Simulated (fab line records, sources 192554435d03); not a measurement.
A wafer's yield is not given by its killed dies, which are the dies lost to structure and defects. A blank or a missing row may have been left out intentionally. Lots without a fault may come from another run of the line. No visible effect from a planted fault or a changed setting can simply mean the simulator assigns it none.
fab line records	flow n5-finfet
[record] lots = 5	wafers = 13	last-day = 15
route steps=1938 shown BEOL_M4@1099 BEOL_M5@1112 BEOL_M15@1821 PASSIVATION@1936
lots with no fault: from the same line, run without faults
start-h: the number of hours between the record's first day and the start of the first shown wafer of the lot	wait-h: hours since the lot's step before	" repeats the value in the row above	L1.1+2: a single row standing in for several wafers	- no value, or no start was given	* or withheld: withheld	< > ~ a bound
route shown NAME@n: names a module that has steps shown in the file, with the first one's number in the route	usual: mean/standard deviation of fault-free wafers	same: alike in all rows	chamber/n: place in a boat	sites: each site's reading	_std_site: standard deviation of those values	_edge_site: the outer-site mean with the inner-site mean subtracted	radius-mm: for every site, how far away it sits from the centre of the wafer	mask NAME#n: copy n	behind: tool/chamber where the wafer was last shaped	hold: cause of the lot's hold/its duration in hours/its outcome	device: the transistor (n, p or np) that didn't switch	end of line: the same wafers' tests at the end of the route	for a step that has no rows: nothing shown but its recipe	killed: the dies lost at the first sort to structure and to defects; this is not the yield of the wafer	map: a wafer's dies, x killed, . not, _ none there
set.NAME: the setting that was run; set.NAME@STEP: the one run at that earlier step	model.NAME: the simulator's own value behind a step, which no gauge read
lots at some steps of the route; a table a step, a row a wafer
[[steps]]
[step N5_BEOL_M4_ANNEAL_95]
[recipe] temp-c = 400	time-s = 240	ambient = vacuum
[step N5_BEOL_M4_SPUTTER_96]
[recipe] material = Cu	target-thk-a = 45	temp-c = -20	chamber-pressure-pa = 0.07	power-w = withheld	time-s = 8.29
[step N5_BEOL_M4_ECD_50]
[recipe] material = Cu	target-thk-a = 3000
[step N5_BEOL_M4_ANNEAL_51]
[recipe] temp-c = 225	time-s = 90	ambient = N2
[step N5_BEOL_M4_CMP_52]
[recipe] stop-on = SiOC	t-overpolish-s = 6.8	down-force-psi = 1	platen-rpm = 50	clearing-platen-down-force-psi = 1.5	clearing-platen-rpm = 50	post-cmp-clean = cu-alkaline	target-thk-nm = 40	clearing-platen-pad-velocity-m-s = 0.99484	pad-velocity-m-s = 0.99484
[step N5_BEOL_M4_PRE_CLEAN_60]
[recipe] gas = NH3/H2	time-s = 15	temp-c = *	rf-power-w = 300
[step N5_BEOL_M4_CO_CAP_55]
[recipe] material = Co	target-thk-a = 20	temp-c = 200	precursor = CCTBA/H2	pressure-torr = 30	time-s = 102.1
[step N5_BEOL_M4_PRE_CLEAN_56]
[recipe] gas = NH3	time-s = 15	temp-c = withheld	rf-power-w = 300
[step N5_BEOL_M4_DEP_57]
[recipe] material = SiCN	target-thk-a = 80	temp-c = withheld	precursor = 3MS/NH3	pressure-torr = 3	rf-w = 202	time-s = 14
[step N5_BEOL_M4_RC_MEAS_101]
[usual] DIBL_N = 37.2/1.8	DIBL_P = 37.5/2.5	IOFF_N = 0.17/0.038	IOFF_P = 0.24/0.046	ION_N = 681/13	ION_P = 469/8.5	SS_N = 71.7/0.6	SS_P = 73.6/0.69	VT_N = 249/3.4	VT_P = -248/3.6
lot.wafer	tool	chamber	start-h	wait-h	DIBL_N[mV/V]	DIBL_P[mV/V]	IOFF_N[nA/um]	IOFF_P[nA/um]	ION_N[uA/um]	ION_P[uA/um]	SS_N[mV/dec]	SS_P[mV/dec]	VT_N[mV]	VT_P[mV]
L477.1	prober-01	0	163.16	0.0	36.2	34.5	0.16	0.23	668	457	71.2	73.1	250	-246
L477.4	"	0	"	"	33.5	31.2	0.12	0.19	656	467	71.2	72.8	253	-250
L477.6	"	0	"	"	37.2	34.5	0.16	0.24	661	460	72.9	73.0	252	-247
L488.1	prober-01	0	237.85	0.0	36.1	35.8	0.16	0.22	677	473	71.5	73.1	250	-247
L488.2	"	0	"	"	38.9	38.3	0.20	0.28	686	469	72.3	74.1	247	-246
L488.4	"	0	"	"	36.2	34.6	0.15	0.21	660	456	72.1	73.3	251	-250
L489.1	prober-02	0	238.31	0.3	37.9	38.5	0.18	0.25	679	468	71.8	73.4	250	-249
L489.4	"	0	"	"	37.3	38.4	0.17	0.25	670	465	72.2	73.4	253	-247
L490.1	prober-02	0	257.32	0.0	37.9	39.6	0.19	0.26	683	477	71.3	73.6	247	-245
L490.5	"	0	"	"	39.0	40.7	0.22	0.28	705	477	71.5	73.5	244	-245
L492.1	prober-02	0	261.97	0.0	38.4	40.1	0.19	0.29	692	481	72.0	74.0	250	-243
L492.2	"	0	"	"	39.9	40.7	0.23	0.32	688	471	72.7	74.0	243	-244
L492.3	"	0	"	"	39.4	40.1	0.22	0.31	692	479	71.8	73.6	245	-243
[step N5_BEOL_M5_ILD_DEP_00]
[recipe] material = SiCOH_lowk	target-thk-a = 1406.4	temp-c = 300	precursor = DEMS/porogen	pressure-torr = 5	rf-w = 500	time-s = 25.9
[step N5_BEOL_M5_CURE_79]
[recipe] temp-c = 385	time-s = 240	ambient = He/Ar	material = SiCOH_lowk
[step N5_BEOL_M5_PECVD_70]
[recipe] material = SiO2	target-thk-a = 160	temp-c = 400	precursor = TEOS/O2	pressure-torr = 5.5	rf-w = 450	teos-flow-sccm = 53.8	gas = O2	flow-sccm = 3000	time-s = 18
[step N5_BEOL_M5_HM_DEP_02]
[recipe] material = TiN	target-thk-a = 200	temp-c = 25	chamber-pressure-pa = 0.49996
[step N5_BEOL_M5_COAT_59]
[recipe] resist = SOC	temp-c = 250	time-s = 60	spin-rpm = 1500	resist-thk-nm = 60
[step N5_BEOL_M5_COAT_60]
[recipe] resist = SiARC	temp-c = 220	time-s = 60	spin-rpm = 1500	resist-thk-nm = 12
[step N5_BEOL_M5_COAT_71]
[recipe] resist = underlayer	temp-c = 205	time-s = 60	spin-rpm = 1500	resist-thk-nm = 5
[step N5_BEOL_M5_COAT_05]
[recipe] resist = CAR-EUV	spin-rpm = 1500	resist-thk-nm = 30
[step N5_BEOL_M5_EBR_07]
[recipe] solvent = PGMEA	ebr-width-mm = 1.5
[step N5_BEOL_M5_SOFTBAKE_06]
[recipe] temp-c = 110	time-s = 60	resist = CAR-EUV
[step N5_BEOL_M5_EXPOSE_08]
[recipe] mask-id = M5	na = 0.33	source-shape = annular	sigma-inner = 0.4	sigma-outer = 0.8	polarization = unpolarized	target-cd-nm = 28	dose-mj = 35.75
[step N5_BEOL_M5_PEB_09]
[recipe] peb-temp-c = 100	peb-time-s = 60	resist = CAR-EUV
[step N5_BEOL_M5_DEVELOP_10]
[recipe] develop-time-s = 30	developer = TMAH	resist = CAR-EUV	rinse-liquid = surfactant-rinse	dry = air-spin	dev-temp-c = 23
[step N5_BEOL_M5_DESCUM_16]
[recipe] chemistry = O2	time-s = 7	source-power-w = 50	bias-power-w = 20	pressure-mtorr = 20	rf-frequency-hz = 2.712e+07	temp-c = 40	resist = CAR-EUV	o2-flow-sccm = 225
[step N5_BEOL_M5_ETCH_72]
[recipe] chemistry = N2/H2	target = underlayer	target-depth-a = 65	mask-material = CAR-EUV	time-s = 5.2	ion-energy-ev = 200	pressure-mtorr = 30	source-w = 840	bias-w = 150	n2-flow-sccm = 200	h2-flow-sccm = 200	ends = cleared
[step N5_BEOL_M5_ETCH_61]
[recipe] chemistry = CF4	target = SiARC	target-depth-a = 156	mask-material = CAR-EUV	time-s = 26	ion-energy-ev = 80	pressure-mtorr = 40	source-w = 545	bias-w = 36	Ar_flow_sccm = 100	cf4-flow-sccm = 100	ends = cleared
[step N5_BEOL_M5_ETCH_62]
[recipe] chemistry = N2/H2	target = SOC	target-depth-a = 750	overetch-a = 150	mask-material = SiARC	temp-c = 40	time-s = 112.5	ion-energy-ev = 200	pressure-mtorr = 30	source-w = 840	bias-w = 150	n2-flow-sccm = 200	h2-flow-sccm = 200
[step N5_BEOL_M5_STRIP_63]
[recipe] chemistry = N2/H2	temp-c = 40	n2-flow-sccm = 200	h2-flow-sccm = 200	rf-frequency-hz = 6e+07
[step N5_BEOL_M5_STRIP_73]
[recipe] chemistry = N2/H2	temp-c = 40	n2-flow-sccm = 200	h2-flow-sccm = 200	rf-frequency-hz = 6e+07
[step N5_BEOL_M5_STRIP_64]
[recipe] chemistry = CF4	resist = SiARC	power-w = 300	bias-power-w = 75	pressure-mtorr = 50	cf4-flow-sccm = 150	rf-frequency-hz = 6e+07
[step N5_BEOL_M5_HM_OPEN_17]
[recipe] chemistry = Cl2/BCl3	target-depth-a = 200	overetch-a = 60	target = TiN	mask-material = SOC	ion-energy-ev = 150	pressure-mtorr = 10	icp-w = 1000	bias-w = 126	Cl2_flow_sccm = 53.25	bcl3-flow-sccm = 21.75	Ar_flow_sccm = 25
[step N5_BEOL_M5_STRIP_19]
[recipe] chemistry = O2	power-w = 400	temp-c = 40	pressure-mtorr = 30	rf-frequency-hz = 6e+07	bias-power-w = 0	overash-fraction = 0.2	o2-flow-sccm = 225
[step N5_BEOL_M5_COAT_65]
[recipe] resist = SOC	temp-c = 250	time-s = 60	spin-rpm = 1500	resist-thk-nm = 60
[step N5_BEOL_M5_COAT_66]
[recipe] resist = SiARC	temp-c = 220	time-s = 60	spin-rpm = 1500	resist-thk-nm = 12
[step N5_BEOL_M15_SPUTTER_45]
[recipe] material = Cu	target-thk-a = 1000	temp-c = -20	bias-v = 60	power-w = 26000	chamber-pressure-pa = 0.13	time-s = 16.67
[usual] throttle-valve-pct = 30.4/1.2
lot.wafer	tool	chamber	start-h	wait-h	throttle-valve-pct
L477.1	pvd-sputter-01	-	249.23	0.0	31.9
L477.4	"	-	"	"	31.0
L477.6	"	-	"	"	31.7
L488.1	pvd-sputter-01	-	332.91	0.0	31.3
L488.2	"	-	"	"	30.6
L488.4	"	-	"	"	31.7
L489.1	pvd-sputter-01	-	333.31	0.0	30.8
L489.4	"	-	"	"	31.3
L490.1	pvd-sputter-01	-	341.33	0.0	30.9
L490.5	"	-	"	"	32.0
L492.1	pvd-sputter-03	-	344.75	0.0	30.7
L492.2	"	-	"	"	30.5
L492.3	"	-	"	"	29.7
[step N5_PASSIVATION_PROBE_49]
[usual] defect-limited-yield = 91.2/1.4	killed_at_M0_to_M3 = 32/10	killed_at_M4_up = 14/6.2	killed-at-contacts = 12/6.3	killed-at-front-end = 42/13	killed-at-other = 4/3.4	killed-dies = 104/17	killed-on-rim = 14/3.8	killed-open = 67/12	killed-short = 34/8.1	sort_bin_5_function = 5.2/0.93	sort_bin_6_memory = 3.2/0.65	sort_bin_8_speed = 0.00/0.017	sort-n-pass = 1075/16	sort-yield-pct = 91.1/1.4
[same] gross-dies = 1180	killed-at-back-side = 0	sort_bin_4_leakage[%] = 0
lot.wafer	tool	chamber	start-h	wait-h	defect-limited-yield[%]	killed_at_M0_to_M3	killed_at_M4_up	killed-at-contacts	killed-at-front-end	killed-at-other	killed-dies	killed-on-rim	killed-open	killed-short	sort_bin_5_function[%]	sort_bin_6_memory[%]	sort_bin_8_speed[%]	sort-n-pass	sort-yield-pct[%]
L477.1	prober-01	-	264.56	0.1	90.9	30	24	7	38	8	107	9	75	30	5.7	3.1	0	1073	90.9
L477.4	prober-01	-	264.71	0.3	93.6	19	22	18	16	1	76	11	52	22	4.2	2.2	0	1104	93.6
L477.6	prober-01	-	264.81	0.4	92.0	30	9	14	40	1	94	10	64	27	5.0	2.9	0	1086	92.0
L488.1	prober-02	-	345.73	0.0	72.7	27	236	16	42	1	322	44	71	24	16.6	10.4	0	858	72.7
L488.2	prober-02	-	345.78	0.1	91.8	34	15	16	27	5	97	21	71	26	5.0	3.1	0	1083	91.8
L488.4	prober-02	-	345.88	0.2	91.0	41	17	17	28	3	106	12	65	37	5.3	3.0	0	1074	91.0
L489.1	prober-01	-	349.45	0.0	71.4	46	244	6	32	10	338	53	67	29	18.5	9.6	0.08	842	71.4
L489.4	prober-01	-	349.60	0.2	90.2	21	13	20	58	4	116	14	77	36	6.4	2.9	0	1064	90.2
L490.1	prober-02	-	354.89	0.0	72.1	14	241	25	45	4	329	45	61	37	18.1	9.2	0	851	72.1
L490.5	prober-02	-	355.09	0.2	71.0	24	219	14	84	1	342	54	88	46	19.3	9.5	0	838	71.0
L492.1	prober-02	-	360.50	0.0	91.8	26	20	8	36	7	97	8	56	37	4.5	3.1	0	1083	91.8
L492.2	prober-02	-	360.55	0.1	90.9	28	15	16	45	3	107	9	66	40	5.6	3.1	0	1073	90.9
L492.3	prober-02	-	360.60	0.1	92.2	15	12	16	49	0	92	11	55	33	4.7	3.1	0	1088	92.2
// killed by level:class
L477.1 BEOL_M4:geometric-particle:open=13 BEOL_M3:geometric-particle:open=9 FIN_SAQP:geometric-particle:open=7 STI_FIN_REVEAL:geometric-particle:open=6 BEOL_M2:geometric-particle:open=6 FIN_SAQP:geometric-particle:short=5 MOL_CONTACT_COAG:geometric-particle:open=5 DUMMY_GATE:geometric-particle:short=4
L477.4 MOL_CONTACT_COAG:geometric-particle:open=14 BEOL_M4:geometric-particle:open=12 FIN_SAQP:geometric-particle:open=5 MOL_CONTACT_COAG:geometric-particle:short=4 BEOL_M0_SAQP:geometric-particle:short=4 BEOL_M0_SAQP:geometric-particle:open=4 BEOL_M5:geometric-particle:open=4 FIN_SAQP:geometric-particle:short=3
L477.6 STI_FIN_REVEAL:geometric-particle:open=16 MOL_CONTACT_COAG:geometric-particle:open=12 BEOL_M0_SAQP:geometric-particle:open=6 BEOL_M1:geometric-particle:open=6 FIN_SAQP:geometric-particle:open=5 DUMMY_GATE:geometric-particle:open=4 BEOL_M0_SAQP:geometric-particle:short=4 BEOL_M1:geometric-particle:short=4
L488.1 BEOL_M15:interface-void-opened=226 STI_FIN_REVEAL:geometric-particle:open=24 MOL_CONTACT_COAG:geometric-particle:open=13 BEOL_M0_SAQP:geometric-particle:open=8 STI_FIN_REVEAL:geometric-particle:short=5 BEOL_M2:geometric-particle:open=5 BEOL_M0_SAQP:geometric-particle:short=4 FIN_SAQP:geometric-particle:open=3
L488.2 MOL_CONTACT_COAG:geometric-particle:open=11 BEOL_M3:geometric-particle:open=9 BEOL_M4:geometric-particle:open=9 FIN_SAQP:geometric-particle:open=6 BEOL_M2:geometric-particle:open=6 FIN_SAQP:geometric-particle:short=5 STI_FIN_REVEAL:geometric-particle:open=5 MOL_CONTACT_COAG:geometric-particle:short=5
L488.4 MOL_CONTACT_COAG:geometric-particle:open=15 BEOL_M0_SAQP:geometric-particle:short=9 BEOL_M0_SAQP:geometric-particle:open=9 BEOL_M4:geometric-particle:open=7 STI_FIN_REVEAL:geometric-particle:open=5 BEOL_M4:geometric-particle:short=5 BEOL_M2:geometric-particle:open=5 BEOL_M3:geometric-particle:open=5
L489.1 BEOL_M15:interface-void-opened=239 BEOL_M0_SAQP:geometric-particle:open=15 STI_FIN_REVEAL:geometric-particle:open=13 BEOL_M0_SAQP:geometric-particle:short=8 BEOL_M2:geometric-particle:open=7 BEOL_M3:geometric-particle:open=7 MOL_CONTACT_COAG:geometric-particle:open=6 FIN_SAQP:geometric-particle:open=4
L489.4 STI_FIN_REVEAL:geometric-particle:open=14 MOL_CONTACT_COAG:geometric-particle:open=14 FIN_SAQP:geometric-particle:open=8 DUMMY_GATE:geometric-particle:open=7 GATE_CUT:geometric-particle:short=7 MOL_CONTACT_COAG:geometric-particle:short=6 DUMMY_GATE:geometric-particle:short=5 BEOL_M0_SAQP:geometric-particle:short=5
L490.1 BEOL_M15:interface-void-opened=230 MOL_CONTACT_COAG:geometric-particle:open=16 STI_FIN_REVEAL:geometric-particle:open=13 FIN_SAQP:geometric-particle:short=12 MOL_CONTACT_COAG:geometric-particle:short=9 BEOL_M4:geometric-particle:open=8 BEOL_M2:geometric-particle:open=5 STARTING-WAFER:geometric-particle:open=5
L490.5 BEOL_M15:interface-void-opened=207 STI_FIN_REVEAL:geometric-particle:open=28 FIN_SAQP:geometric-particle:short=21 FIN_SAQP:geometric-particle:open=12 MOL_CONTACT_COAG:geometric-particle:open=11 BEOL_M0_SAQP:geometric-particle:short=7 BEOL_M0_SAQP:geometric-particle:open=6 BEOL_M4:geometric-particle:open=6
L492.1 BEOL_M1:geometric-particle:open=9 MOL_CONTACT_COAG:geometric-particle:open=7 GATE_CUT:geometric-particle:short=6 BEOL_M5:geometric-particle:open=6 FIN_SAQP:geometric-particle:open=5 FIN_SAQP:geometric-particle:short=5 DUMMY_GATE:geometric-particle:open=5 BEOL_M3:geometric-particle:open=5
L492.2 FIN_SAQP:geometric-particle:open=16 FIN_SAQP:geometric-particle:short=15 BEOL_M1:geometric-particle:open=11 MOL_CONTACT_COAG:geometric-particle:open=9 MOL_CONTACT_COAG:geometric-particle:short=7 GATE_CUT:geometric-particle:short=5 BEOL_M4:geometric-particle:open=5 BEOL_M2:geometric-particle:open=4
L492.3 MOL_CONTACT_COAG:geometric-particle:open=14 FIN_SAQP:geometric-particle:open=9 STI_FIN_REVEAL:geometric-particle:short=9 STI_FIN_REVEAL:geometric-particle:open=9 FIN_SAQP:geometric-particle:short=7 GATE_CUT:geometric-particle:short=5 BEOL_M0_SAQP:geometric-particle:short=4 BEOL_M2:geometric-particle:open=4
// map L488.1 (x killed, . not)
_________________...x....x..x________________
______________x....x..x.......x._____________
___________.......x.....x.xxx......__________
__________x....x..x..x..x.x.x......x_________
________...x...x..x.x.......x.....x.x._______
_______.x......x...x.......x.xx.x.x....______
______x................x.......x.x......_____
_____..x..x.xxx.xxx.x.x..x..........x....____
____x..x.x..x...xxx...xxxxx.xx....xxx.x...___
___....xx.......xx.xx..x........x..........__
___x.x...xx.....x........x...x.........xx.x__
__...x...x.......xxxxx.x....x..x..x.......xx_
__x..x.x...xxxx...x.x...x.....x...........x._
_...x..xxx...x.....x...x.....xx.x..x...x....x
_..xx.x.xx.........x.x.xx.x.....x...xxxxxxx..
_xx...............x.....x..xxx....xx..x..xx..
_x..xx..x.x....x...xx..x...x......xx.......x.
_x.xx..xxx....x...x.....x...x....x.x..xx.....
_x.xx.x...........x.x......x.x...x.........x.
_..x.xxx...xx.......x.....x.x....x.x..x...xx.
_xxx.......x.....x..x......xx...............x
__..x.......x...x.x...x.x...x......x........_
__..x..x..x..........x.x..x..........x......_
___.....x.....x......xxx......x...........x__
___.xx.......x...........x....x.x...x...x..__
____.xx.x..........x.......xx.......xx..x.___
_____...x...x......x.x.x...x..x......x...____
______x..xx....x.x.xx.x...x......x.x...._____
_______..x......xxx..x....x..x.xxx..x..______
________xx........xx.......xx.xxx.x..x_______
__________....x...x.x.xx.x.x......x._________
___________xx.xx....x........xxxx..__________
______________...xxx.x....x..x.._____________
_________________...x..x...xx________________
// map L489.1 (x killed, . not)
_________________x....x..x...________________
______________x....x...x..x..xx._____________
___________x..x..........x.x.x..x..__________
__________...xx.xxx.x..x.....x.xxxxx_________
________...xx....x...x...xxx.....x.x.._______
_______.x........x........x.....xxx...x______
______..x.xxx.........x..x............x._____
_____x....x...xxxx.x.x...x...x.....x.xx.x____
____x.xx....x..x.x..........x...xx...x...x___
___.....xx...........xxx.x..x..xxxx.x.....x__
___.xx.....x.....x.x......x.....x...x.....x__
__......x.x..................x......x..xx..x_
__xx.....x.....x..x..xx....x.......x..xx.x.._
_.....x.x.x...x..xx...x.............xx.xxx...
_xx.......x..x....x..x.x..xx...xx.x....xx...x
_...xx.....x.x.............x...x......x.....x
_........x..........x......x.x.......x.x.x...
_x..x.x...x......xx...x..x.xx.xx...x...x....x
_x.....x.x.x..x.....x.x....x...x....x...x..x.
_x..x......x...x...........x...x..x.x.......x
_x...x.x..x.......x.........xx.x.......x.x.xx
__.xx...x.xxx..........x...xx..........xxx.x_
__x.......x....xx.....x..x....x...x.x.xxxx.._
___xx.x......x.........x....x..x...xx.x..xx__
___.........x..x.x.xx..xx.......xxx...xxx..__
____..x.x.x.xx.x..xx.x.x..x...x.x.x...x.xx___
_____x..x.........x.x.x..x.xxx..x....x...____
______......xx...x..x...xx....x..x.xx.x._____
_______x....xx....x.............x.xx...______
________.....xx.xx.x.x..x...xx...x.x.x_______
__________....xx..x....x.....x.x...._________
___________.xx.xx....xx.x..x.....x.__________
______________x..x....x....xx..x_____________
_________________...x........________________
[[key]]
[first-sign] step = N5_PASSIVATION_PROBE_49	reading = killed_at_M4_up	direction = up	sigmas = 36	usual = 14	struck = 235
[effect] step = N5_PASSIVATION_PROBE_49	reading = sort_bin_5_function	direction = up	sigmas = 14	usual = 5.2	struck = 18.1
[more-kills-born-at] N5_BEOL_M15_SPUTTER_45@pvd-sputter-01 = 902
met-at N5_BEOL_M15_SPUTTER_45
struck-wafers L488.1,L489.1,L490.1,L490.5
onset-between 249.23 332.91
[fault] kind = process-parameter-drift	tool = pvd-sputter-01	chamber = -	onset-h = 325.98	steps = N5_BEOL_M15_SPUTTER_45	channel = time-s	offset = *	shape = step	end-h = 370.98	scope = struck-wafers-only	acts-in = *	stated = *
